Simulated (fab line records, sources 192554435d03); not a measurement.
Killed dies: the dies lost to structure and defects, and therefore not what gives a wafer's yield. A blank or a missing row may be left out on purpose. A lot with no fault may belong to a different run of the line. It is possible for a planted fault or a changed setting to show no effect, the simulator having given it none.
Split-lot experiment / flow n5Finfet / 39 wafers read from 7 lots, route of 1938 steps

== ABOUT THE SPLIT ==
At N5_WELL_APT_EPI_41 (deposits Si from SiH4/H2, target thk 50 nm, time 297.7 s), the setting timeS was moved away from the recipe's 297.7 s on 12 of the 39 wafers read, by -5.0% to +7.7%. All remaining wafers had this setting at the recipe value.

The reading is taken at the split's own step.

== THE READING ==
Si_of_WELL_APT_EPI_41.thkNm (the simulator's own value, which no gauge read), in nm, at N5_WELL_APT_EPI_41 (deposits Si from SiH4/H2, target thk 50 nm, time 297.7 s). The file does not state a usual value for it. Across the 27 wafers here that went through the recipe, the average is 50.23 nm and the standard deviation 0.54 nm.

wafer=L078.1; tool, chamber at the split=epiRpcvd-02, 0; timeS as run, s=297.7; against the recipe=recipe; Si_of_WELL_APT_EPI_41.thkNm, nm=49.81; against lot-mates on the recipe=-
wafer=L078.2; tool, chamber at the split=epiRpcvd-02, 0; timeS as run, s=297.7; against the recipe=recipe; Si_of_WELL_APT_EPI_41.thkNm, nm=49.86; against lot-mates on the recipe=-
wafer=L078.5; tool, chamber at the split=epiRpcvd-02, 0; timeS as run, s=297.7; against the recipe=recipe; Si_of_WELL_APT_EPI_41.thkNm, nm=50.14; against lot-mates on the recipe=-
wafer=L082.1; tool, chamber at the split=epiRpcvd-01, 0; timeS as run, s=297.7; against the recipe=recipe; Si_of_WELL_APT_EPI_41.thkNm, nm=50.75; against lot-mates on the recipe=-
wafer=L082.2; tool, chamber at the split=epiRpcvd-01, 0; timeS as run, s=282.9; against the recipe=-5.0%; Si_of_WELL_APT_EPI_41.thkNm, nm=48.29; against lot-mates on the recipe=-2.17
wafer=L082.3; tool, chamber at the split=epiRpcvd-01, 0; timeS as run, s=282.9; against the recipe=-5.0%; Si_of_WELL_APT_EPI_41.thkNm, nm=48.02; against lot-mates on the recipe=-2.44
wafer=L082.4; tool, chamber at the split=epiRpcvd-01, 0; timeS as run, s=282.9; against the recipe=-5.0%; Si_of_WELL_APT_EPI_41.thkNm, nm=48.62; against lot-mates on the recipe=-1.84
wafer=L082.5; tool, chamber at the split=epiRpcvd-01, 0; timeS as run, s=297.7; against the recipe=recipe; Si_of_WELL_APT_EPI_41.thkNm, nm=50.66; against lot-mates on the recipe=-
wafer=L082.6; tool, chamber at the split=epiRpcvd-01, 0; timeS as run, s=297.7; against the recipe=recipe; Si_of_WELL_APT_EPI_41.thkNm, nm=49.96; against lot-mates on the recipe=-
wafer=L083.1; tool, chamber at the split=epiRpcvd-02, 0; timeS as run, s=320; against the recipe=+7.5%; Si_of_WELL_APT_EPI_41.thkNm, nm=53.67; against lot-mates on the recipe=+3.47
wafer=L083.2; tool, chamber at the split=epiRpcvd-02, 0; timeS as run, s=297.7; against the recipe=recipe; Si_of_WELL_APT_EPI_41.thkNm, nm=49.89; against lot-mates on the recipe=-
wafer=L083.3; tool, chamber at the split=epiRpcvd-02, 0; timeS as run, s=320; against the recipe=+7.5%; Si_of_WELL_APT_EPI_41.thkNm, nm=53.37; against lot-mates on the recipe=+3.17
wafer=L083.4; tool, chamber at the split=epiRpcvd-02, 0; timeS as run, s=297.7; against the recipe=recipe; Si_of_WELL_APT_EPI_41.thkNm, nm=50.64; against lot-mates on the recipe=-
wafer=L083.5; tool, chamber at the split=epiRpcvd-02, 0; timeS as run, s=297.7; against the recipe=recipe; Si_of_WELL_APT_EPI_41.thkNm, nm=50.08; against lot-mates on the recipe=-
wafer=L083.6; tool, chamber at the split=epiRpcvd-02, 0; timeS as run, s=320; against the recipe=+7.5%; Si_of_WELL_APT_EPI_41.thkNm, nm=53.09; against lot-mates on the recipe=+2.89
wafer=L089.1; tool, chamber at the split=epiRpcvd-01, 0; timeS as run, s=297.7; against the recipe=recipe; Si_of_WELL_APT_EPI_41.thkNm, nm=49.91; against lot-mates on the recipe=-
wafer=L089.2; tool, chamber at the split=epiRpcvd-01, 0; timeS as run, s=304.2; against the recipe=+2.2%; Si_of_WELL_APT_EPI_41.thkNm, nm=50.99; against lot-mates on the recipe=+1.51
wafer=L089.3; tool, chamber at the split=epiRpcvd-01, 0; timeS as run, s=304.2; against the recipe=+2.2%; Si_of_WELL_APT_EPI_41.thkNm, nm=50.94; against lot-mates on the recipe=+1.46
wafer=L089.4; tool, chamber at the split=epiRpcvd-01, 0; timeS as run, s=297.7; against the recipe=recipe; Si_of_WELL_APT_EPI_41.thkNm, nm=49.22; against lot-mates on the recipe=-
wafer=L089.5; tool, chamber at the split=epiRpcvd-01, 0; timeS as run, s=304.2; against the recipe=+2.2%; Si_of_WELL_APT_EPI_41.thkNm, nm=50.6; against lot-mates on the recipe=+1.12
wafer=L089.6; tool, chamber at the split=epiRpcvd-01, 0; timeS as run, s=297.7; against the recipe=recipe; Si_of_WELL_APT_EPI_41.thkNm, nm=49.32; against lot-mates on the recipe=-
wafer=L092.1; tool, chamber at the split=epiRpcvd-03, 0; timeS as run, s=297.7; against the recipe=recipe; Si_of_WELL_APT_EPI_41.thkNm, nm=50.39; against lot-mates on the recipe=-
wafer=L092.2; tool, chamber at the split=epiRpcvd-03, 0; timeS as run, s=297.7; against the recipe=recipe; Si_of_WELL_APT_EPI_41.thkNm, nm=51.18; against lot-mates on the recipe=-
wafer=L092.3; tool, chamber at the split=epiRpcvd-03, 0; timeS as run, s=297.7; against the recipe=recipe; Si_of_WELL_APT_EPI_41.thkNm, nm=49.67; against lot-mates on the recipe=-
wafer=L092.4; tool, chamber at the split=epiRpcvd-03, 0; timeS as run, s=297.7; against the recipe=recipe; Si_of_WELL_APT_EPI_41.thkNm, nm=50.28; against lot-mates on the recipe=-
wafer=L092.5; tool, chamber at the split=epiRpcvd-03, 0; timeS as run, s=297.7; against the recipe=recipe; Si_of_WELL_APT_EPI_41.thkNm, nm=50.23; against lot-mates on the recipe=-
wafer=L092.6; tool, chamber at the split=epiRpcvd-03, 0; timeS as run, s=297.7; against the recipe=recipe; Si_of_WELL_APT_EPI_41.thkNm, nm=50.59; against lot-mates on the recipe=-
wafer=L094.1; tool, chamber at the split=epiRpcvd-03, 0; timeS as run, s=297.7; against the recipe=recipe; Si_of_WELL_APT_EPI_41.thkNm, nm=49.9; against lot-mates on the recipe=-
wafer=L094.2; tool, chamber at the split=epiRpcvd-03, 0; timeS as run, s=297.7; against the recipe=recipe; Si_of_WELL_APT_EPI_41.thkNm, nm=49.96; against lot-mates on the recipe=-
wafer=L094.3; tool, chamber at the split=epiRpcvd-03, 0; timeS as run, s=297.7; against the recipe=recipe; Si_of_WELL_APT_EPI_41.thkNm, nm=49.97; against lot-mates on the recipe=-
wafer=L094.4; tool, chamber at the split=epiRpcvd-03, 0; timeS as run, s=297.7; against the recipe=recipe; Si_of_WELL_APT_EPI_41.thkNm, nm=49.97; against lot-mates on the recipe=-
wafer=L094.5; tool, chamber at the split=epiRpcvd-03, 0; timeS as run, s=297.7; against the recipe=recipe; Si_of_WELL_APT_EPI_41.thkNm, nm=50.53; against lot-mates on the recipe=-
wafer=L094.6; tool, chamber at the split=epiRpcvd-03, 0; timeS as run, s=297.7; against the recipe=recipe; Si_of_WELL_APT_EPI_41.thkNm, nm=49.8; against lot-mates on the recipe=-
wafer=L095.1; tool, chamber at the split=epiRpcvd-02, 0; timeS as run, s=320.5; against the recipe=+7.7%; Si_of_WELL_APT_EPI_41.thkNm, nm=54.65; against lot-mates on the recipe=+3.47
wafer=L095.2; tool, chamber at the split=epiRpcvd-02, 0; timeS as run, s=297.7; against the recipe=recipe; Si_of_WELL_APT_EPI_41.thkNm, nm=51.07; against lot-mates on the recipe=-
wafer=L095.3; tool, chamber at the split=epiRpcvd-02, 0; timeS as run, s=320.5; against the recipe=+7.7%; Si_of_WELL_APT_EPI_41.thkNm, nm=54.74; against lot-mates on the recipe=+3.56
wafer=L095.4; tool, chamber at the split=epiRpcvd-02, 0; timeS as run, s=297.7; against the recipe=recipe; Si_of_WELL_APT_EPI_41.thkNm, nm=51.27; against lot-mates on the recipe=-
wafer=L095.5; tool, chamber at the split=epiRpcvd-02, 0; timeS as run, s=297.7; against the recipe=recipe; Si_of_WELL_APT_EPI_41.thkNm, nm=51.21; against lot-mates on the recipe=-
wafer=L095.6; tool, chamber at the split=epiRpcvd-02, 0; timeS as run, s=320.5; against the recipe=+7.7%; Si_of_WELL_APT_EPI_41.thkNm, nm=55.16; against lot-mates on the recipe=+3.98

THE FIT
A straight line over all 39 wafers: Si_of_WELL_APT_EPI_41.thkNm changes by +0.481 nm for each +1% of timeS; r = +0.94; the points scatter about the line by 0.59 nm.
The same after taking each lot's own level away (the mean of its wafers on the recipe; 39 wafers): +0.451 nm for each +1%; r = +0.98; scatter 0.32 nm.
According to that fit, moving timeS by its largest amount changes the reading by 3.5 nm.
The span of the lots' own levels, 49.483 to 51.183 nm, comes to 3.2 times the standard deviation stated above.
The two slopes are in agreement: the lot-to-lot level therefore moves the slope only a little.
Check: for one of the wafers moved furthest among these (+7.7%), held out of the fit, the line's prediction against its lot-mates is +3.49 nm. Against them it came out at +3.47 nm.

== FILE'S OWN FIT ==
Si_of_WELL_APT_EPI_41.thkNm changes by +0.454 nm for each +1% of timeS, r = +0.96.
